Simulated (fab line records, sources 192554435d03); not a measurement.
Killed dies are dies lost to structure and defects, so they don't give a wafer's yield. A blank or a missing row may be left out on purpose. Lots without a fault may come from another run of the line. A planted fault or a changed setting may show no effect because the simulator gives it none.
Chamber matching | flow n5_finfet | N5_BEOL_M2_ETCH_69 on rie_diel-04: 4 sister chambers
The step etches SiARC in CF4, target depth 15.6 nm, time 26 s. 4 wafers are shown with their chamber, then 12 later ones without.

WAFERS WITH THEIR CHAMBER
wafer  | chamber | throttle_valve_pct (%)
L088.1 | 2       | 15.7
L088.6 | 0       | 15.1
L089.2 | 1       | 16.0
L089.5 | 3       | 15.2

WAFERS WITHOUT THEIR CHAMBER
wafer  | throttle_valve_pct (%)
L090.4 | 15.1
L090.5 | 16.1
L090.6 | 15.7
L091.2 | 16.0
L091.4 | 15.7
L091.6 | 15.7
L094.1 | 16.1
L094.2 | 15.8
L094.6 | 15.2
L096.1 | 15.8
L096.2 | 15.2
L096.4 | 15.1

WHICH CHAMBER EACH WENT THROUGH
wafer  | from the rows above     | in truth
L090.4 | can't be placed: 0 or 3 | 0
L090.5 | 1                       | 1
L090.6 | 2                       | 2
L091.2 | 1                       | 1
L091.4 | 2                       | 2
L091.6 | 2                       | 2
L094.1 | 1                       | 1
L094.2 | can't be placed: 2 or 1 | 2
L094.6 | can't be placed: 3 or 0 | 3
L096.1 | can't be placed: 2 or 1 | 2
L096.2 | can't be placed: 3 or 0 | 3
L096.4 | can't be placed: 0 or 3 | 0
Placed correctly: 6 of 12. Can't be placed from these rows: 6 (the true chamber is among the candidates in 6). Placed wrongly: 0.
How it was worked out, from the rows above alone: a wafer's distance from a chamber is the root of the sum, over the readings, of the square of ((its reading less the chamber's mean) divided by the reading's scatter). The wafer belongs to the nearest chamber; if the next one is less than 2 further off, it can't be placed. A chamber's mean is the mean of its shown wafers. The scatter: with one shown wafer a chamber, the root of the mean of the squares of how far each hidden wafer lies from its nearest shown one.
